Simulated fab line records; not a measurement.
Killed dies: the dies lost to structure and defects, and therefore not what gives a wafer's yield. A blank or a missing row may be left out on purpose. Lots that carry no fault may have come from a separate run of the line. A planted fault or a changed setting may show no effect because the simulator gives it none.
fab line records	flow n5-finfet	part 1 of 2: steps 1 to 18 of 26
[record] lots = 5	wafers = 15	last-day = 19
route steps=1938 shown BEOL_M0_SAQP@681 BEOL_M0_CUTY@701
lots that met no fault: from a run of the same line without faults
start-h: the number of hours between the record's first day and the start of the first shown wafer of the lot	wait-h: time in hours since the lot's previous step	" the same as in the row above	L1.1+2: several wafers, shown together as one row	- no value, or no start given	* or withheld: withheld	< > ~ a bound
route shown NAME@n: names a module that has steps shown in the file, with the first one's number in the route	usual: mean and standard deviation over wafers with no fault	same: alike in all rows	chamber/n: place in a boat	sites: the reading at each site	_std_site: the standard deviation of these	_edge_site: outer sites' mean less inner sites'	radius-mm: how far each site lies from the wafer's centre	mask NAME#n: copy n	behind: the tool/chamber that last shaped the wafer	hold: what put the lot on hold/how long, in hours/how the hold closed	device: which transistor (n, p or np) failed to switch	end of line: at the end of the route, the tests of the same wafers	a step with no rows: only its recipe	killed: at the first sort, the dies lost to defects and structure; wafer yield is something else	map: the dies of a wafer, with x for killed, . for not killed, _ for no die there
set.NAME: the setting that was run; set.NAME@STEP: the one run at that earlier step	model.NAME: the simulator's own value behind a step, which no gauge read
lots at some steps of the route; a table a step, a row a wafer
services: the hour from which a tool's chamber was out of use, counted from the record's first day as start-h (under 0 if before that day), plus the number of hours and why
[[steps]]
[step N5_BEOL_M0_SAQP_COAT_72]
[recipe] resist = SiARC	temp-c = 220	time-s = 60	spin-rpm = 1500	resist-thk-nm = 15
[usual] chill-plate-temp-C = 22.98/0.11	exhaust-pa = 45.0/0.89	plate-temp-C = 220.05/0.16
lot.wafer	tool	chamber	start-h	wait-h	chill-plate-temp-C	exhaust-pa	plate-temp-C
L077.1	litho-track-04	0	-	-	22.92	45.3	219.95
L077.4	"	0	"	"	22.83	44.8	220.05
L077.5	"	0	"	"	22.85	45.3	220.01
L080.2	litho-track-02	0	-	-	23.18	43.0	219.81
L080.3	"	0	"	"	23.14	44.6	219.94
L080.4	"	0	"	"	23.03	44.0	219.77
L081.1	litho-track-02	0	-	-	23.03	45.8	219.69
L081.3	"	0	"	"	22.98	46.0	219.80
L081.4	"	0	"	"	22.85	45.5	220.07
L091.1	litho-track-03	0	-	-	22.84	46.1	220.16
L091.5	"	0	"	"	22.89	46.6	220.24
L091.6	"	0	"	"	23.06	46.2	220.15
L093.2	litho-track-02	0	-	-	23.04	45.6	219.73
L093.5	"	0	"	"	22.80	45.6	219.71
L093.6	"	0	"	"	23.05	45.9	219.75
[step N5_BEOL_M0_SAQP_COAT_87]
[recipe] resist = underlayer	temp-c = 205	time-s = 60	spin-rpm = 1500	resist-thk-nm = 5
[usual] chill-plate-temp-C = 23.05/0.082	exhaust-pa = 45.0/0.94	plate-temp-C = 205.00/0.15
lot.wafer	tool	chamber	start-h	wait-h	chill-plate-temp-C	exhaust-pa	plate-temp-C
L077.1	litho-track-04	0	-	-	22.91	44.2	205.10
L077.4	"	0	"	"	22.91	45.2	204.85
L077.5	"	0	"	"	23.01	45.1	205.18
L080.2	litho-track-02	0	-	-	23.09	44.9	204.68
L080.3	"	0	"	"	23.26	45.8	205.15
L080.4	"	0	"	"	23.16	44.7	205.01
L081.1	litho-track-02	0	-	-	22.93	43.2	205.09
L081.3	"	0	"	"	23.04	42.9	205.09
L081.4	"	0	"	"	23.07	44.9	204.88
L091.1	litho-track-03	0	-	-	22.98	45.7	205.01
L091.5	"	0	"	"	23.08	46.1	205.04
L091.6	"	0	"	"	22.87	45.8	205.02
L093.2	litho-track-02	0	-	-	23.17	44.5	204.83
L093.5	"	0	"	"	23.10	43.7	204.66
L093.6	"	0	"	"	23.06	44.4	204.76
[step N5_BEOL_M0_SAQP_COAT_34]
[recipe] resist = CAR-EUV	spin-rpm = 1500	resist-thk-nm = 30
[usual] chill-plate-temp-C = 23.01/0.1	exhaust-pa = 44.9/0.77
lot.wafer	tool	chamber	start-h	wait-h	chill-plate-temp-C	exhaust-pa
L077.1	litho-track-04	0	-	-	22.83	46.1
L077.4	"	0	"	"	22.92	43.9
L077.5	"	0	"	"	22.97	46.2
L080.2	litho-track-02	0	-	-	23.04	46.1
L080.3	"	0	"	"	22.95	43.7
L080.4	"	0	"	"	23.14	44.9
L081.1	litho-track-02	0	-	-	22.88	45.5
L081.3	"	0	"	"	23.06	43.7
L081.4	"	0	"	"	23.03	45.0
L091.1	litho-track-03	0	-	-	23.07	45.5
L091.5	"	0	"	"	23.03	45.2
L091.6	"	0	"	"	23.04	44.6
L093.2	litho-track-02	0	-	-	22.94	44.1
L093.5	"	0	"	"	23.02	45.4
L093.6	"	0	"	"	23.01	45.5
[step N5_BEOL_M0_SAQP_EBR_36]
[recipe] solvent = PGMEA	ebr-width-mm = 1.5
[usual] chill-plate-temp-C = 22.98/0.1	exhaust-pa = 45.0/0.86
lot.wafer	tool	chamber	start-h	wait-h	chill-plate-temp-C	exhaust-pa
L077.1	litho-track-04	0	-	-	23.09	45.8
L077.4	"	0	"	"	22.95	46.0
L077.5	"	0	"	"	22.67	45.5
L080.2	litho-track-02	0	-	-	22.91	46.0
L080.3	"	0	"	"	22.83	45.7
L080.4	"	0	"	"	22.91	45.1
L081.1	litho-track-02	0	-	-	23.13	44.4
L081.3	"	0	"	"	23.04	44.1
L081.4	"	0	"	"	23.07	43.7
L091.1	litho-track-03	0	-	-	23.04	46.0
L091.5	"	0	"	"	22.99	44.8
L091.6	"	0	"	"	22.88	45.1
L093.2	litho-track-02	0	-	-	22.94	44.8
L093.5	"	0	"	"	22.93	45.2
L093.6	"	0	"	"	22.93	46.0
[step N5_BEOL_M0_SAQP_SOFTBAKE_35]
[recipe] temp-c = 110	time-s = 60	resist = CAR-EUV
[usual] chill-plate-temp-C = 23.01/0.1	exhaust-pa = 45.1/0.89	plate-temp-C = 110.00/0.13
lot.wafer	tool	chamber	start-h	wait-h	chill-plate-temp-C	exhaust-pa	plate-temp-C
L077.1	litho-track-04	0	-	-	22.87	45.9	110.07
L077.4	"	0	"	"	22.89	46.4	109.92
L077.5	"	0	"	"	22.86	45.0	109.99
L080.2	litho-track-02	0	-	-	23.15	46.0	110.13
L080.3	"	0	"	"	23.10	45.7	110.06
L080.4	"	0	"	"	22.98	45.3	110.00
L081.1	litho-track-02	0	-	-	22.98	45.7	109.91
L081.3	"	0	"	"	22.84	45.5	109.93
L081.4	"	0	"	"	22.82	46.2	110.04
L091.1	litho-track-03	0	-	-	23.09	44.1	109.85
L091.5	"	0	"	"	23.12	45.1	110.07
L091.6	"	0	"	"	23.03	44.6	109.95
L093.2	litho-track-02	0	-	-	22.99	46.9	109.95
L093.5	"	0	"	"	23.03	45.4	110.05
L093.6	"	0	"	"	23.14	45.4	110.07
[step N5_BEOL_M0_SAQP_EXPOSE_37]
[recipe] mask-id = M0_CUT1	na = 0.33	source-shape = annular	sigma-inner = 0.35	sigma-outer = 0.8	polarization = unpolarized	target-cd-nm = 30	dose-mj = 44.75
lot.wafer	tool	chamber	start-h	wait-h	mask
L077.1+4+5	euv-scanner-02	0	132.64	-	M0_CUT1#0
L080.2+3+4	euv-scanner-01	0	145.51	-	M0_CUT1#0
L081.1+3+4	euv-scanner-02	0	151.70	-	M0_CUT1#0
L091.1+5+6	euv-scanner-01	0	216.71	-	M0_CUT1#0
L093.2+5+6	euv-scanner-01	0	227.95	-	M0_CUT1#0
[step N5_BEOL_M0_SAQP_PEB_38]
[recipe] peb-temp-c = 100	peb-time-s = 60	resist = CAR-EUV
[usual] chill-plate-temp-C = 22.98/0.11	exhaust-pa = 45.0/0.86	plate-temp-C = 99.98/0.12
[same] peb-time-s = 60
lot.wafer	tool	chamber	start-h	wait-h	chill-plate-temp-C	exhaust-pa	plate-temp-C
L077.1	litho-track-04	0	132.70	0.1	23.08	43.8	99.74
L077.4	"	0	"	"	22.98	44.7	100.09
L077.5	"	0	"	"	22.90	44.2	99.91
L080.2	litho-track-02	0	145.57	0.1	23.00	45.5	99.98
L080.3	"	0	"	"	22.88	45.5	99.81
L080.4	"	0	"	"	22.98	46.2	100.12
L081.1	litho-track-04	0	151.77	0.1	23.06	43.8	99.99
L081.3	"	0	"	"	23.00	44.4	100.06
L081.4	"	0	"	"	23.07	44.7	99.97
L091.1	litho-track-04	0	216.78	0.1	22.90	44.5	100.07
L091.5	"	0	"	"	22.81	44.9	100.04
L091.6	"	0	"	"	22.79	46.1	99.98
L093.2	litho-track-02	0	228.01	0.1	23.22	45.8	100.15
L093.5	"	0	"	"	23.02	44.6	100.09
L093.6	"	0	"	"	23.28	46.5	99.82
[step N5_BEOL_M0_SAQP_DEVELOP_39]
[recipe] develop-time-s = 30	developer = TMAH	resist = CAR-EUV	rinse-liquid = surfactant-rinse	dry = air-spin	dev-temp-c = 23
[usual] chill-plate-temp-C = 22.99/0.12	exhaust-pa = 44.9/0.84
lot.wafer	tool	chamber	start-h	wait-h	chill-plate-temp-C	exhaust-pa
L077.1	litho-track-04	0	-	-	23.12	45.0
L077.4	"	0	"	"	23.20	46.2
L077.5	"	0	"	"	23.01	45.2
L080.2	litho-track-02	0	-	-	23.00	44.6
L080.3	"	0	"	"	22.88	44.3
L080.4	"	0	"	"	23.04	43.6
L081.1	litho-track-04	0	-	-	23.09	45.2
L081.3	"	0	"	"	23.02	45.0
L081.4	"	0	"	"	23.04	44.3
L091.1	litho-track-04	0	-	-	22.65	43.5
L091.5	"	0	"	"	22.84	45.1
L091.6	"	0	"	"	22.77	45.8
L093.2	litho-track-02	0	-	-	22.93	43.1
L093.5	"	0	"	"	23.01	44.1
L093.6	"	0	"	"	23.07	44.4
[step N5_BEOL_M0_SAQP_CD_MEAS_40]
[recipe] target-cd-nm = 30	landing-energy-ev = 500	detector = se-inlens
[usual] cd-nm = 29.97/0.23
lot.wafer	tool	chamber	start-h	wait-h	cd-nm
L077.1	cd-sem-01	0	132.77	-	29.69
L077.4	"	0	"	"	30.34
L077.5	"	0	"	"	30.20
L080.2	cd-sem-02	0	145.64	-	29.58
L080.3	"	0	"	"	29.96
L080.4	"	0	"	"	29.99
L081.1	cd-sem-01	0	151.84	-	29.99
L081.3	"	0	"	"	30.00
L081.4	"	0	"	"	29.97
L091.1	cd-sem-01	0	216.85	-	30.20
L091.5	"	0	"	"	29.97
L091.6	"	0	"	"	29.61
L093.2	cd-sem-01	0	228.08	-	30.14
L093.5	"	0	"	"	29.81
L093.6	"	0	"	"	29.72
[step N5_BEOL_M0_SAQP_OVL_MEAS_41]
[recipe] points-per-wafer = 522
[usual] M0_CUT1_OVL = -0.3/0.65
lot.wafer	tool	chamber	start-h	wait-h	M0_CUT1_OVL[nm]
L077.1	overlay-01	0	132.80	0.0	0.2
L077.4	"	0	"	"	0.4
L077.5	"	0	"	"	-0.3
L080.2	overlay-01	0	145.67	0.0	0.7
L080.3	"	0	"	"	-0.2
L080.4	"	0	"	"	0.7
L081.1	overlay-01	0	151.87	0.0	-0.7
L081.3	"	0	"	"	-0.8
L081.4	"	0	"	"	0.4
L091.1	overlay-01	0	216.88	0.0	-0.5
L091.5	"	0	"	"	0.5
L091.6	"	0	"	"	0.4
L093.2	overlay-01	0	228.11	0.0	-0.4
L093.5	"	0	"	"	0.8
L093.6	"	0	"	"	0.1
[step N5_BEOL_M0_SAQP_INSPECT_42]
[recipe] mode = adi	inspect-instrument = brightfield
[usual] raw-defect-count = 294/81
lot.wafer	tool	chamber	start-h	wait-h	raw-defect-count
L077.1	defect-inspect-01	-	132.86	0.1	269
L077.4	"	-	"	"	220
L077.5	"	-	"	"	322
L080.2	defect-inspect-02	-	145.72	0.0	340
L080.3	"	-	"	"	324
L080.4	"	-	"	"	266
L081.1	defect-inspect-02	-	151.92	0.1	540
L081.3	"	-	"	"	304
L081.4	"	-	"	"	344
L091.1	defect-inspect-01	-	216.94	0.1	322
L091.5	"	-	"	"	300
L091.6	"	-	"	"	521
L093.2	defect-inspect-01	-	228.16	0.0	318
L093.5	"	-	"	"	276
L093.6	"	-	"	"	278
[step N5_BEOL_M0_SAQP_DESCUM_45]
[recipe] chemistry = O2	time-s = 7	source-power-w = 50	bias-power-w = 20	pressure-mtorr = 20	rf-frequency-hz = 2.712e+07	temp-c = 40	resist = CAR-EUV	o2-flow-sccm = 225
[usual] drypump-motor-current-A = 6.0/0.34	o2-flow-sccm = 225.0/0.63	oes-product-au = 0.80/0.085	rf-vpp-V = 243.1/1.5	showerhead-plenum-p-Torr = 2.09/0.078	throttle-valve-pct = 20.41/0.3
lot.wafer	tool	chamber	start-h	wait-h	drypump-motor-current-A	o2-flow-sccm	oes-product-au	rf-hours-counter-h	rf-vpp-V	showerhead-plenum-p-Torr	throttle-valve-pct
L077.1	rie-diel-01	2	132.89	0.0	6.0	226.0	0.69	239	244.0	2.13	20.25
L077.4	"	1	"	"	6.1	225.3	0.80	95	241.5	2.03	20.38
L077.5	"	3	"	"	6.4	225.5	0.80	-	244.5	2.19	20.64
L080.2	rie-diel-04	0	145.76	0.0	5.7	225.2	0.75	142	243.0	2.10	20.40
L080.3	"	2	"	"	5.9	224.5	0.92	11	241.9	2.07	20.44
L080.4	"	1	"	"	6.3	225.8	0.70	242	244.6	2.17	21.09
L081.1	rie-diel-06	2	151.96	0.0	5.2	225.6	0.67	239	245.7	2.16	20.47
L081.3	"	0	"	"	5.9	224.1	0.94	4	242.5	2.05	19.77
L081.4	"	1	"	"	5.7	225.2	0.70	215	244.8	2.15	20.26
L091.1	rie-diel-01	0	216.97	0.0	6.1	226.5	0.79	110	240.5	1.95	20.67
L091.5	"	0	"	"	6.0	225.7	0.80	-	241.5	1.94	20.66
L091.6	"	1	"	"	6.1	224.0	0.78	-	243.5	2.02	20.40
L093.2	rie-diel-01	2	228.50	0.3	6.1	225.4	0.92	12	242.9	2.12	19.83
L093.5	"	3	"	"	6.3	224.3	0.78	-	245.3	2.18	20.68
L093.6	"	2	"	"	6.1	224.1	0.92	-	244.3	2.12	19.85
[step N5_BEOL_M0_SAQP_ETCH_88]
[recipe] chemistry = N2/H2	target = underlayer	target-depth-a = 65	time-s = 5.2	ion-energy-ev = 200	mask-material = CAR-EUV	pressure-mtorr = 30	source-w = 840	bias-w = 150	n2-flow-sccm = 200	h2-flow-sccm = 200	ends = cleared
[usual] drypump-motor-current-A = 6.0/0.34	etch-rf-on-time-s = 5.16/0.14	oes-product-au = 0.69/0.077	rf-vpp-V = 524/3	showerhead-plenum-p-Torr = 2.54/0.098	throttle-valve-pct = 17.85/0.28
lot.wafer	tool	chamber	start-h	wait-h	drypump-motor-current-A	etch-rf-on-time-s	oes-product-au	rf-hours-counter-h	rf-vpp-V	showerhead-plenum-p-Torr	throttle-valve-pct
L077.1	rie-diel-01	2	132.93	0.0	6.1	5.12	0.60	239	526	2.62	18.02
L077.4	"	1	"	"	6.1	5.16	0.69	95	520	2.47	17.87
L077.5	"	3	"	"	6.4	5.11	0.68	-	527	2.67	18.15
L080.2	rie-diel-04	0	145.79	0.0	5.7	5.20	0.63	142	526	2.55	17.67
L080.3	"	2	"	"	5.9	5.26	0.80	11	524	2.49	17.63
L080.4	"	1	"	"	6.4	5.27	0.60	242	526	2.60	18.37
L081.1	rie-diel-06	2	151.99	0.0	5.2	5.17	0.57	239	527	2.62	17.86
L081.3	"	0	"	"	5.9	5.34	0.79	4	525	2.50	17.23
L081.4	"	1	"	"	5.7	5.20	0.58	215	525	2.61	17.70
L091.1	rie-diel-01	0	217.00	0.0	6.2	4.89	0.69	110	518	2.36	18.14
L091.5	"	0	"	"	6.1	4.91	0.69	-	516	2.36	18.09
L091.6	"	1	"	"	6.1	5.15	0.67	-	520	2.46	17.92
L093.2	rie-diel-01	2	228.53	0.0	6.1	4.93	0.81	12	526	2.61	17.61
L093.5	"	3	"	"	6.3	5.18	0.66	-	526	2.65	18.20
L093.6	"	2	"	"	6.1	4.90	0.81	-	524	2.61	17.61
[step N5_BEOL_M0_SAQP_ETCH_73]
[recipe] chemistry = CF4	target = SiARC	target-depth-a = 195	mask-material = CAR-EUV	time-s = 32.5	ion-energy-ev = 80	pressure-mtorr = 40	source-w = 545	bias-w = 36	Ar_flow_sccm = 100	cf4-flow-sccm = 100	ends = cleared
[usual] cf4-flow-sccm = 100.0/0.3	drypump-motor-current-A = 6.0/0.34	etch-rf-on-time-s = 32.3/0.72	oes-product-au = 0.69/0.077	rf-vpp-V = 184.0/1.3	showerhead-plenum-p-Torr = 2.13/0.078	throttle-valve-pct = 15.56/0.23
lot.wafer	tool	chamber	start-h	wait-h	cf4-flow-sccm	drypump-motor-current-A	etch-rf-on-time-s	oes-product-au	rf-hours-counter-h	rf-vpp-V	showerhead-plenum-p-Torr	throttle-valve-pct
L077.1	rie-diel-01	2	132.94	0.0	100.3	6.0	31.9	0.60	239	185.5	2.20	15.64
L077.4	"	1	"	"	100.6	6.1	32.2	0.69	95	182.9	2.07	15.49
L077.5	"	3	"	"	100.1	6.3	33.0	0.68	-	184.7	2.23	15.69
L080.2	rie-diel-04	0	145.81	0.0	99.8	5.7	32.5	0.64	142	184.1	2.14	15.52
L080.3	"	2	"	"	100.1	5.9	32.8	0.79	11	183.4	2.10	15.47
L080.4	"	1	"	"	100.1	6.3	32.9	0.60	242	185.1	2.19	16.10
L081.1	rie-diel-06	2	152.01	0.0	100.4	5.2	32.5	0.57	239	185.1	2.20	15.67
L081.3	"	0	"	"	99.8	5.9	32.8	0.81	4	183.4	2.11	15.00
L081.4	"	1	"	"	99.3	5.7	32.7	0.58	215	184.1	2.20	15.56
L091.1	rie-diel-01	0	217.02	0.0	99.6	6.1	31.0	0.69	110	182.8	1.98	15.73
L091.5	"	0	"	"	99.8	6.1	31.2	0.68	-	183.2	1.98	15.72
L091.6	"	1	"	"	100.0	6.1	32.5	0.66	-	181.7	2.06	15.57
L093.2	rie-diel-01	2	228.55	0.0	99.3	6.0	31.1	0.80	12	185.4	2.19	15.18
L093.5	"	3	"	"	100.1	6.4	33.2	0.65	-	183.5	2.22	15.77
L093.6	"	2	"	"	100.4	6.0	31.1	0.81	-	184.1	2.19	15.17
[step N5_BEOL_M0_SAQP_CUT_ETCH_46]
[recipe] chemistry = N2/H2	target = SOC	target-depth-a = 1350	overetch-a = 270	temp-c = 40	time-s = 202.5	ion-energy-ev = 200	mask-material = SiARC	pressure-mtorr = 30	source-w = 840	bias-w = 150	n2-flow-sccm = 200	h2-flow-sccm = 200
[usual] drypump-motor-current-A = 6.0/0.34	rf-vpp-V = 523.6/2.8	showerhead-plenum-p-Torr = 2.54/0.098	throttle-valve-pct = 17.80/0.28
lot.wafer	tool	chamber	start-h	wait-h	drypump-motor-current-A	rf-hours-counter-h	rf-vpp-V	showerhead-plenum-p-Torr	throttle-valve-pct
L077.1	rie-diel-01	2	132.98	0.0	6.1	239	525.0	2.62	17.98
L077.4	"	1	"	"	6.1	95	522.8	2.47	17.83
L077.5	"	3	"	"	6.3	-	526.3	2.67	18.11
L080.2	rie-diel-04	0	145.84	0.0	5.7	142	523.2	2.54	17.67
L080.3	"	2	"	"	5.9	11	521.6	2.49	17.61
L080.4	"	1	"	"	6.3	242	525.0	2.60	18.34
L081.1	rie-diel-06	2	152.04	0.0	5.2	239	526.3	2.62	17.80
L081.3	"	0	"	"	5.9	4	521.1	2.49	17.15
L081.4	"	1	"	"	5.7	215	526.9	2.61	17.67
L091.1	rie-diel-01	0	217.05	0.0	6.1	110	519.7	2.36	18.06
L091.5	"	0	"	"	6.1	-	518.9	2.36	18.07
L091.6	"	1	"	"	6.1	-	522.8	2.46	17.88
L093.2	rie-diel-01	2	228.58	0.0	6.1	12	524.8	2.61	17.56
L093.5	"	3	"	"	6.3	-	527.0	2.65	18.15
L093.6	"	2	"	"	6.0	-	526.9	2.61	17.55
[step N5_BEOL_M0_SAQP_STRIP_74]
[recipe] chemistry = N2/H2	temp-c = 40	n2-flow-sccm = 200	h2-flow-sccm = 200	rf-frequency-hz = 6e+07
lot.wafer	tool	chamber	start-h	wait-h
L077.1+4+5	rie-diel-01	2,1,3	133.13	0.1
L080.2+3+4	rie-diel-04	0,2,1	146.00	0.1
L081.1+3+4	rie-diel-06	2,0,1	152.20	0.1
L091.1+5+6	rie-diel-01	0,0,1	217.21	0.1
L093.2+5+6	rie-diel-01	2,3,2	228.74	0.1
[step N5_BEOL_M0_SAQP_STRIP_89]
[recipe] chemistry = N2/H2	temp-c = 40	n2-flow-sccm = 200	h2-flow-sccm = 200	rf-frequency-hz = 6e+07
lot.wafer	tool	chamber	start-h	wait-h
L077.1+4+5	rie-diel-01	2,1,3	133.14	0.0
L080.2+3+4	rie-diel-04	0,2,1	146.01	0.0
L081.1+3+4	rie-diel-06	2,0,1	152.21	0.0
L091.1+5+6	rie-diel-01	0,0,1	217.22	0.0
L093.2+5+6	rie-diel-01	2,3,2	228.75	0.0
[step N5_BEOL_M0_SAQP_ALD_48]
[recipe] material = SiO2	target-thk-a = 200	temp-c = 100	ald-precursor-family = BDEAS	ald-co-reactant = O2-plasma	pulse-time-s = 1	co-reactant-pulse-time-s = 1	purge-time-s = 2	co-reactant-purge-time-s = 2	ald-cycles = 139	pressure-torr = 2
[usual] heater-power-w = 78/8.3	precursor-pulse-height-rel = 1.000/0.02
[same] co-reactant-pulse-time-s = 1	purge-time-s = 2
lot.wafer	tool	chamber	start-h	wait-h	heater-power-w	precursor-pulse-height-rel
L077.1	ald-sin-03	1	133.18	0.0	82	0.968
L077.4	"	2	"	"	87	0.994
L077.5	"	0	"	"	71	1.023
L080.2	ald-sin-02	3	146.66	0.6	89	0.964
L080.3	"	1	"	"	69	1.017
L080.4	"	2	"	"	88	0.994
L081.1	ald-sin-02	1	153.09	0.9	67	0.980
L081.3	"	0	"	"	76	0.992
L081.4	"	2	"	"	84	1.020
L091.1	ald-sin-02	2	217.25	0.0	86	0.972
L091.5	"	0	"	"	78	1.001
L091.6	"	3	"	"	88	1.001
L093.2	ald-sin-02	1	228.78	0.0	67	0.986
L093.5	"	1	"	"	69	0.975
L093.6	"	0	"	"	75	0.994
